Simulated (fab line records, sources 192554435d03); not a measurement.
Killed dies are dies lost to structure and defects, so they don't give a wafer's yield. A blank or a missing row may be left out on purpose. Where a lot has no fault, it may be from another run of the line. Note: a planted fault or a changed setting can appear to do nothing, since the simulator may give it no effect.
Which tool did it? / flow n5Finfet / 9 lots with 27 wafers sampled at 5 steps, on a route of 1938 steps

WHAT EACH GAUGE READ, for each wafer
N5_MOL_CONTACT_COAG_OVL_MEAS_85. Usual: VG_OVL 0.1 nm, standard deviation 0.67.
lot=L702; measured=day 5 00:58; on=overlay-01; VG_OVL (nm)=0.0 -0.1 0.4; flag=
lot=L706; measured=day 6 03:16; on=overlay-01; VG_OVL (nm)=1.4 0.5 1.0; flag=
lot=L708; measured=day 6 16:53; on=overlay-02; VG_OVL (nm)=1.1 0.5 0.7; flag=
lot=L710; measured=day 7 03:41; on=overlay-02; VG_OVL (nm)=0.2 0.7 -0.6; flag=
lot=L715; measured=day 8 16:47; on=overlay-01; VG_OVL (nm)=1.2 0.3 0.5; flag=
lot=L718; measured=day 9 01:49; on=overlay-01; VG_OVL (nm)=-0.2 -0.1 -0.4; flag=
lot=L720; measured=day 9 12:33; on=overlay-01; VG_OVL (nm)=-0.9 -0.9 0.0; flag=
lot=L721; measured=day 9 20:50; on=overlay-02; VG_OVL (nm)=-0.8 0.0 0.2; flag=
lot=L725; measured=day 10 21:51; on=overlay-01; VG_OVL (nm)=0.6 0.9 0.4; flag=

N5_BEOL_M4_RC_MEAS_101. Usual: DIBL_N 37.0 mV/V, standard deviation 2.3; DIBL_P 37.3 mV/V, standard deviation 2.8; IOFF_N 0.17 nA/um, standard deviation 0.046; IOFF_P 0.23 nA/um, standard deviation 0.054; ION_N 675 uA/um, standard deviation 14; ION_P 460 uA/um, standard deviation 9.3; SS_N 71.7 mV/dec, standard deviation 0.73; SS_P 73.6 mV/dec, standard deviation 0.95; VT_N 249 mV, standard deviation 3.9; VT_P -250 mV, standard deviation 3.9.
lot=L702; measured=day 7 23:18; on=prober-02; DIBL_N (mV/V)=40.3 37.1 43.8; DIBL_P (mV/V)=40.9 35.4 44.8; IOFF_N (nA/um)=0.23 0.15 0.36; IOFF_P (nA/um)=0.31 0.21 0.42; ION_N (uA/um)=680 676 712; ION_P (uA/um)=471 464 478; SS_N (mV/dec)=72.2 71.3 73.7; SS_P (mV/dec)=74.8 73.7 76.2; VT_N (mV)=243 251 240; VT_P (mV)=-246 -251 -243; flag=
lot=L706; measured=day 9 01:54; on=prober-01; DIBL_N (mV/V)=36.7 36.7 36.5; DIBL_P (mV/V)=38.7 36.8 38.3; IOFF_N (nA/um)=0.17 0.16 0.16; IOFF_P (nA/um)=0.26 0.21 0.25; ION_N (uA/um)=681 671 679; ION_P (uA/um)=475 459 473; SS_N (mV/dec)=70.8 71.5 71.2; SS_P (mV/dec)=74.1 72.5 73.6; VT_N (mV)=248 251 251; VT_P (mV)=-247 -251 -247; flag=
lot=L708; measured=day 9 08:11; on=prober-02; DIBL_N (mV/V)=35.3 38.5 39.3; DIBL_P (mV/V)=36.6 39.5 40.8; IOFF_N (nA/um)=0.15 0.22 0.23; IOFF_P (nA/um)=0.19 0.25 0.27; ION_N (uA/um)=670 703 706; ION_P (uA/um)=458 474 471; SS_N (mV/dec)=71.4 72.1 72.3; SS_P (mV/dec)=73.1 73.8 74.8; VT_N (mV)=253 245 248; VT_P (mV)=-255 -251 -249; flag=
lot=L710; measured=day 10 05:55; on=prober-01; DIBL_N (mV/V)=38.9 37.5 38.8; DIBL_P (mV/V)=41.4 38.2 40.7; IOFF_N (nA/um)=0.20 0.16 0.21; IOFF_P (nA/um)=0.29 0.23 0.28; ION_N (uA/um)=679 682 691; ION_P (uA/um)=467 470 474; SS_N (mV/dec)=71.3 72.1 72.2; SS_P (mV/dec)=74.8 74.1 74.7; VT_N (mV)=248 249 248; VT_P (mV)=-246 -250 -246; flag=
lot=L715; measured=day 11 10:53; on=prober-02; DIBL_N (mV/V)=36.1 33.9 37.1; DIBL_P (mV/V)=38.2 34.1 38.5; IOFF_N (nA/um)=0.19 0.14 0.23; IOFF_P (nA/um)=0.28 0.21 0.30; ION_N (uA/um)=668 673 694; ION_P (uA/um)=459 458 469; SS_N (mV/dec)=71.0 70.5 71.8; SS_P (mV/dec)=74.4 72.7 74.5; VT_N (mV)=243 251 241; VT_P (mV)=-245 -250 -245; flag=
lot=L718; measured=day 12 21:28; on=prober-01; DIBL_N (mV/V)=39.3 41.2 36.0; DIBL_P (mV/V)=41.4 44.0 36.5; IOFF_N (nA/um)=0.23 0.28 0.16; IOFF_P (nA/um)=0.26 0.32 0.19; ION_N (uA/um)=687 704 681; ION_P (uA/um)=465 470 456; SS_N (mV/dec)=72.8 73.7 71.7; SS_P (mV/dec)=74.4 75.4 73.3; VT_N (mV)=246 241 248; VT_P (mV)=-248 -245 -253; flag=
lot=L720; measured=day 12 22:43; on=prober-01; DIBL_N (mV/V)=32.3 36.5 32.7; DIBL_P (mV/V)=33.6 38.5 34.1; IOFF_N (nA/um)=0.11 0.18 0.12; IOFF_P (nA/um)=0.14 0.20 0.14; ION_N (uA/um)=657 679 663; ION_P (uA/um)=445 458 449; SS_N (mV/dec)=71.2 72.3 71.1; SS_P (mV/dec)=72.2 73.7 72.2; VT_N (mV)=256 249 254; VT_P (mV)=-257 -252 -258; flag=
lot=L721; measured=day 13 00:56; on=prober-02; DIBL_N (mV/V)=36.2 37.1 35.3; DIBL_P (mV/V)=33.2 35.2 33.1; IOFF_N (nA/um)=0.15 0.17 0.13; IOFF_P (nA/um)=0.18 0.21 0.18; ION_N (uA/um)=670 676 677; ION_P (uA/um)=456 454 466; SS_N (mV/dec)=71.6 71.7 70.6; SS_P (mV/dec)=72.5 72.8 73.1; VT_N (mV)=253 250 252; VT_P (mV)=-253 -253 -250; flag=
lot=L725; measured=day 14 06:08; on=prober-01; DIBL_N (mV/V)=37.3 37.0 33.1; DIBL_P (mV/V)=38.5 38.7 34.3; IOFF_N (nA/um)=0.16 0.17 0.10; IOFF_P (nA/um)=0.18 0.18 0.13; ION_N (uA/um)=675 675 656; ION_P (uA/um)=450 449 445; SS_N (mV/dec)=72.0 71.9 70.3; SS_P (mV/dec)=74.2 73.9 72.1; VT_N (mV)=252 251 256; VT_P (mV)=-257 -256 -258; flag=

EACH LOT AND THE TOOL THAT RAN IT (in order: tool; ch and the chambers of the sampled wafers; start)
lot=L702; N5_MOL_CONTACT_COAG_DESCUM_88=rieDiel-01 ch 0,1,3, day 5 01:14; N5_MOL_CONTACT_COAG_VIA_ETCH_46=rieDiel-01 ch 0,1,3, day 5 02:13; N5_MOL_CONTACT_COAG_ETCH_47=rieDiel-01 ch 0,1,3, day 5 02:19
lot=L706; N5_MOL_CONTACT_COAG_DESCUM_88=rieDiel-01 ch 0,1,3, day 6 03:22; N5_MOL_CONTACT_COAG_VIA_ETCH_46=rieDiel-03 ch 1,2, day 6 03:50; N5_MOL_CONTACT_COAG_ETCH_47=rieDiel-03 ch 1,2, day 6 03:57
lot=L708; N5_MOL_CONTACT_COAG_DESCUM_88=rieDiel-03 ch 1,2,3, day 6 16:59; N5_MOL_CONTACT_COAG_VIA_ETCH_46=rieDiel-03 ch 1,2,3, day 6 17:27; N5_MOL_CONTACT_COAG_ETCH_47=rieDiel-03 ch 1,2,3, day 6 17:34
lot=L710; N5_MOL_CONTACT_COAG_DESCUM_88=rieDiel-01 ch 0,1,2, day 7 03:47; N5_MOL_CONTACT_COAG_VIA_ETCH_46=rieDiel-01 ch 0,2, day 7 05:19; N5_MOL_CONTACT_COAG_ETCH_47=rieDiel-01 ch 0,2, day 7 05:26
lot=L715; N5_MOL_CONTACT_COAG_DESCUM_88=rieDiel-03 ch 0,3, day 8 17:01; N5_MOL_CONTACT_COAG_VIA_ETCH_46=rieDiel-03 ch 1,3, day 8 17:50; N5_MOL_CONTACT_COAG_ETCH_47=rieDiel-03 ch 1,3, day 8 17:57
lot=L718; N5_MOL_CONTACT_COAG_DESCUM_88=rieDiel-01 ch 0,1,3, day 9 02:24; N5_MOL_CONTACT_COAG_VIA_ETCH_46=rieDiel-03 ch 0,1, day 9 02:53; N5_MOL_CONTACT_COAG_ETCH_47=rieDiel-03 ch 0,1, day 9 02:59
lot=L720; N5_MOL_CONTACT_COAG_DESCUM_88=rieDiel-03 ch 0,1,3, day 9 13:35; N5_MOL_CONTACT_COAG_VIA_ETCH_46=rieDiel-05 ch 1,2,3, day 9 14:04; N5_MOL_CONTACT_COAG_ETCH_47=rieDiel-05 ch 1,2,3, day 9 14:11
lot=L721; N5_MOL_CONTACT_COAG_DESCUM_88=rieDiel-05 ch 0,2,3, day 9 20:56; N5_MOL_CONTACT_COAG_VIA_ETCH_46=rieDiel-05 ch 0,2,3, day 9 21:24; N5_MOL_CONTACT_COAG_ETCH_47=rieDiel-05 ch 0,2,3, day 9 21:30
lot=L725; N5_MOL_CONTACT_COAG_DESCUM_88=rieDiel-05 ch 1,2,3, day 10 21:58; N5_MOL_CONTACT_COAG_VIA_ETCH_46=rieDiel-01 ch 1,3, day 10 22:26; N5_MOL_CONTACT_COAG_ETCH_47=rieDiel-01 ch 1,3, day 10 22:32
- N5_MOL_CONTACT_COAG_DESCUM_88: chemistry O2, time 7 s.
- N5_MOL_CONTACT_COAG_VIA_ETCH_46: etches SiO2 in C4F6/O2, target depth 46 nm, overetch 9.2 nm, time 40 s.
- N5_MOL_CONTACT_COAG_ETCH_47: etches SiNx in CH3F/O2, stops on W, target depth 27 nm.

WHAT THE TOOLS THEMSELVES READ (means of the sampled wafers that have a number; where no wafer has one, the mark that the record gives instead)
N5_MOL_CONTACT_COAG_DESCUM_88. Usual: drypumpMotorCurrentA 5.6 A, standard deviation 0.51; oesProductAu 0.76 a.u., standard deviation 0.092; rfVppV 243.2 V, standard deviation 1.4; showerheadPlenumPTorr 2.10 Torr, standard deviation 0.08; throttleValvePct 20.40 %, standard deviation 0.27.
lot=L702; tool=rieDiel-01; drypumpMotorCurrentA (A)=5.9; oesProductAu (a.u.)=0.71; rfVppV (V)=243.4; showerheadPlenumPTorr (Torr)=2.16; throttleValvePct (%)=20.58; flag=
lot=L706; tool=rieDiel-01; drypumpMotorCurrentA (A)=5.9; oesProductAu (a.u.)=0.70; rfVppV (V)=244.0; showerheadPlenumPTorr (Torr)=2.15; throttleValvePct (%)=20.60; flag=
lot=L708; tool=rieDiel-03; drypumpMotorCurrentA (A)=5.5; oesProductAu (a.u.)=0.78; rfVppV (V)=242.6; showerheadPlenumPTorr (Torr)=2.05; throttleValvePct (%)=20.35; flag=
lot=L710; tool=rieDiel-01; drypumpMotorCurrentA (A)=5.8; oesProductAu (a.u.)=0.79; rfVppV (V)=244.6; showerheadPlenumPTorr (Torr)=2.21; throttleValvePct (%)=20.44; flag=
lot=L715; tool=rieDiel-03; drypumpMotorCurrentA (A)=5.6; oesProductAu (a.u.)=0.84; rfVppV (V)=244.0; showerheadPlenumPTorr (Torr)=2.14; throttleValvePct (%)=20.25; flag=
lot=L718; tool=rieDiel-01; drypumpMotorCurrentA (A)=5.9; oesProductAu (a.u.)=0.76; rfVppV (V)=243.4; showerheadPlenumPTorr (Torr)=2.15; throttleValvePct (%)=20.47; flag=
lot=L720; tool=rieDiel-03; drypumpMotorCurrentA (A)=5.7; oesProductAu (a.u.)=0.81; rfVppV (V)=242.4; showerheadPlenumPTorr (Torr)=2.09; throttleValvePct (%)=20.25; flag=
lot=L721; tool=rieDiel-05; drypumpMotorCurrentA (A)=5.4; oesProductAu (a.u.)=0.69; rfVppV (V)=242.6; showerheadPlenumPTorr (Torr)=2.07; throttleValvePct (%)=20.39; flag=
lot=L725; tool=rieDiel-05; drypumpMotorCurrentA (A)=5.5; oesProductAu (a.u.)=0.70; rfVppV (V)=243.8; showerheadPlenumPTorr (Torr)=2.07; throttleValvePct (%)=20.62; flag=

N5_MOL_CONTACT_COAG_VIA_ETCH_46. Usual: drypumpMotorCurrentA 5.6 A, standard deviation 0.5; oes_f_703_au 0.78 a.u., standard deviation 0.09; oes_o_777_au 0.78 a.u., standard deviation 0.091; oesProductAu 0.68 a.u., standard deviation 0.073; rfFwdPowerW 323.1 W, standard deviation 1; rfVppV 1574 V, standard deviation 33; showerheadPlenumPTorr 2.84 Torr, standard deviation 0.1; throttleValvePct 40.8 %, standard deviation 0.72.
lot=L702; tool=rieDiel-01; drypumpMotorCurrentA (A)=5.9; oes_f_703_au (a.u.)=0.71; oes_o_777_au (a.u.)=0.73; oesProductAu (a.u.)=0.64; rfFwdPowerW (W)=322.0; rfVppV (V)=1619; showerheadPlenumPTorr (Torr)=2.88; throttleValvePct (%)=40.4; flag=
lot=L706; tool=rieDiel-03; drypumpMotorCurrentA (A)=5.2; oes_f_703_au (a.u.)=0.88; oes_o_777_au (a.u.)=0.88; oesProductAu (a.u.)=0.77; rfFwdPowerW (W)=322.2; rfVppV (V)=1567; showerheadPlenumPTorr (Torr)=2.80; throttleValvePct (%)=40.4; flag=
lot=L708; tool=rieDiel-03; drypumpMotorCurrentA (A)=5.5; oes_f_703_au (a.u.)=0.82; oes_o_777_au (a.u.)=0.82; oesProductAu (a.u.)=0.70; rfFwdPowerW (W)=322.5; rfVppV (V)=1565; showerheadPlenumPTorr (Torr)=2.77; throttleValvePct (%)=40.8; flag=
lot=L710; tool=rieDiel-01; drypumpMotorCurrentA (A)=5.7; oes_f_703_au (a.u.)=0.91; oes_o_777_au (a.u.)=0.93; oesProductAu (a.u.)=0.78; rfFwdPowerW (W)=323.6; rfVppV (V)=1591; showerheadPlenumPTorr (Torr)=2.98; throttleValvePct (%)=40.5; flag=
lot=L715; tool=rieDiel-03; drypumpMotorCurrentA (A)=5.7; oes_f_703_au (a.u.)=0.86; oes_o_777_au (a.u.)=0.87; oesProductAu (a.u.)=0.75; rfFwdPowerW (W)=323.8; rfVppV (V)=1568; showerheadPlenumPTorr (Torr)=2.77; throttleValvePct (%)=40.5; flag=
lot=L718; tool=rieDiel-03; drypumpMotorCurrentA (A)=5.3; oes_f_703_au (a.u.)=0.88; oes_o_777_au (a.u.)=0.89; oesProductAu (a.u.)=0.78; rfFwdPowerW (W)=324.1; rfVppV (V)=1579; showerheadPlenumPTorr (Torr)=2.88; throttleValvePct (%)=40.8; flag=
lot=L720; tool=rieDiel-05; drypumpMotorCurrentA (A)=5.5; oes_f_703_au (a.u.)=0.73; oes_o_777_au (a.u.)=0.73; oesProductAu (a.u.)=0.63; rfFwdPowerW (W)=323.8; rfVppV (V)=1553; showerheadPlenumPTorr (Torr)=2.82; throttleValvePct (%)=41.3; flag=
lot=L721; tool=rieDiel-05; drypumpMotorCurrentA (A)=5.4; oes_f_703_au (a.u.)=0.72; oes_o_777_au (a.u.)=0.71; oesProductAu (a.u.)=0.63; rfFwdPowerW (W)=322.9; rfVppV (V)=1548; showerheadPlenumPTorr (Torr)=2.82; throttleValvePct (%)=40.9; flag=
lot=L725; tool=rieDiel-01; drypumpMotorCurrentA (A)=5.8; oes_f_703_au (a.u.)=0.77; oes_o_777_au (a.u.)=0.77; oesProductAu (a.u.)=0.68; rfFwdPowerW (W)=323.2; rfVppV (V)=1622; showerheadPlenumPTorr (Torr)=2.86; throttleValvePct (%)=40.2; flag=

N5_MOL_CONTACT_COAG_ETCH_47. Usual: drypumpMotorCurrentA 5.6 A, standard deviation 0.5; etchRfOnTimeS 31.7 s, standard deviation 0.82; oes_f_703_au 0.77 a.u., standard deviation 0.093; oes_o_777_au 0.77 a.u., standard deviation 0.09; oesProductAu 0.68 a.u., standard deviation 0.078; rfFwdPowerW 386.9 W, standard deviation 1.8; rfVppV 295 V, standard deviation 6.7; showerheadPlenumPTorr 2.00 Torr, standard deviation 0.074; throttleValvePct 16.31 %, standard deviation 0.23.
lot=L702; tool=rieDiel-01; drypumpMotorCurrentA (A)=5.9; etchRfOnTimeS (s)=32.2; oes_f_703_au (a.u.)=0.70; oes_o_777_au (a.u.)=0.71; oesProductAu (a.u.)=0.63; rfFwdPowerW (W)=387.8; rfVppV (V)=304; showerheadPlenumPTorr (Torr)=2.03; throttleValvePct (%)=16.36; flag=
lot=L706; tool=rieDiel-03; drypumpMotorCurrentA (A)=5.2; etchRfOnTimeS (s)=30.6; oes_f_703_au (a.u.)=0.89; oes_o_777_au (a.u.)=0.88; oesProductAu (a.u.)=0.77; rfFwdPowerW (W)=384.9; rfVppV (V)=294; showerheadPlenumPTorr (Torr)=1.97; throttleValvePct (%)=16.02; flag=
lot=L708; tool=rieDiel-03; drypumpMotorCurrentA (A)=5.5; etchRfOnTimeS (s)=30.9; oes_f_703_au (a.u.)=0.81; oes_o_777_au (a.u.)=0.81; oesProductAu (a.u.)=0.71; rfFwdPowerW (W)=386.8; rfVppV (V)=294; showerheadPlenumPTorr (Torr)=1.95; throttleValvePct (%)=16.25; flag=
lot=L710; tool=rieDiel-01; drypumpMotorCurrentA (A)=5.7; etchRfOnTimeS (s)=31.2; oes_f_703_au (a.u.)=0.91; oes_o_777_au (a.u.)=0.91; oesProductAu (a.u.)=0.79; rfFwdPowerW (W)=388.7; rfVppV (V)=298; showerheadPlenumPTorr (Torr)=2.11; throttleValvePct (%)=16.05; flag=
lot=L715; tool=rieDiel-03; drypumpMotorCurrentA (A)=5.7; etchRfOnTimeS (s)=29.3; oes_f_703_au (a.u.)=1.06; oes_o_777_au (a.u.)=1.01; oesProductAu (a.u.)=0.78; rfFwdPowerW (W)=450.1; rfVppV (V)=276; showerheadPlenumPTorr (Torr)=1.95; throttleValvePct (%)=16.13; flag=OFF
lot=L718; tool=rieDiel-03; drypumpMotorCurrentA (A)=5.3; etchRfOnTimeS (s)=29.3; oes_f_703_au (a.u.)=1.10; oes_o_777_au (a.u.)=1.03; oesProductAu (a.u.)=0.80; rfFwdPowerW (W)=449.8; rfVppV (V)=278; showerheadPlenumPTorr (Torr)=2.03; throttleValvePct (%)=16.03; flag=OFF
lot=L720; tool=rieDiel-05; drypumpMotorCurrentA (A)=5.5; etchRfOnTimeS (s)=31.9; oes_f_703_au (a.u.)=0.73; oes_o_777_au (a.u.)=0.73; oesProductAu (a.u.)=0.63; rfFwdPowerW (W)=386.0; rfVppV (V)=290; showerheadPlenumPTorr (Torr)=1.98; throttleValvePct (%)=16.49; flag=
lot=L721; tool=rieDiel-05; drypumpMotorCurrentA (A)=5.4; etchRfOnTimeS (s)=31.5; oes_f_703_au (a.u.)=0.72; oes_o_777_au (a.u.)=0.72; oesProductAu (a.u.)=0.63; rfFwdPowerW (W)=384.9; rfVppV (V)=290; showerheadPlenumPTorr (Torr)=1.99; throttleValvePct (%)=16.41; flag=
lot=L725; tool=rieDiel-01; drypumpMotorCurrentA (A)=5.8; etchRfOnTimeS (s)=31.9; oes_f_703_au (a.u.)=0.75; oes_o_777_au (a.u.)=0.76; oesProductAu (a.u.)=0.67; rfFwdPowerW (W)=386.9; rfVppV (V)=305; showerheadPlenumPTorr (Torr)=2.02; throttleValvePct (%)=16.28; flag=

THE ANSWER, worked out from the rows above alone
Rule: a lot counts as off when the mean over its wafers that have a number is more than 3 standard deviations away from the usual mean. A lot without any number at a reading at which 4 lots or more have one is off too. All remaining lots with rows at the step are treated as sound. After the gauges, taken in route order, come the tools' own readings; for these a lot's mean is taken, as printed above. At the first step where some lot is off, the reading lying furthest off is the one used; lots without a number count as furthest.
Off: L715, L718 (N5_MOL_CONTACT_COAG_ETCH_47, rfFwdPowerW).
A tool fits if, at that step or a process step before it, it ran every lot that is off, and no sound lot after the first of them. One fits: N5_MOL_CONTACT_COAG_VIA_ETCH_46 and N5_MOL_CONTACT_COAG_ETCH_47 on rieDiel-03. At N5_MOL_CONTACT_COAG_VIA_ETCH_46 its last sound lot is L708 (day 6 17:27), its first lot that is off L715 (day 8 17:50): a fault that began between those two fits.

WHAT HAD BEEN PUT IN BY THE SIMULATOR
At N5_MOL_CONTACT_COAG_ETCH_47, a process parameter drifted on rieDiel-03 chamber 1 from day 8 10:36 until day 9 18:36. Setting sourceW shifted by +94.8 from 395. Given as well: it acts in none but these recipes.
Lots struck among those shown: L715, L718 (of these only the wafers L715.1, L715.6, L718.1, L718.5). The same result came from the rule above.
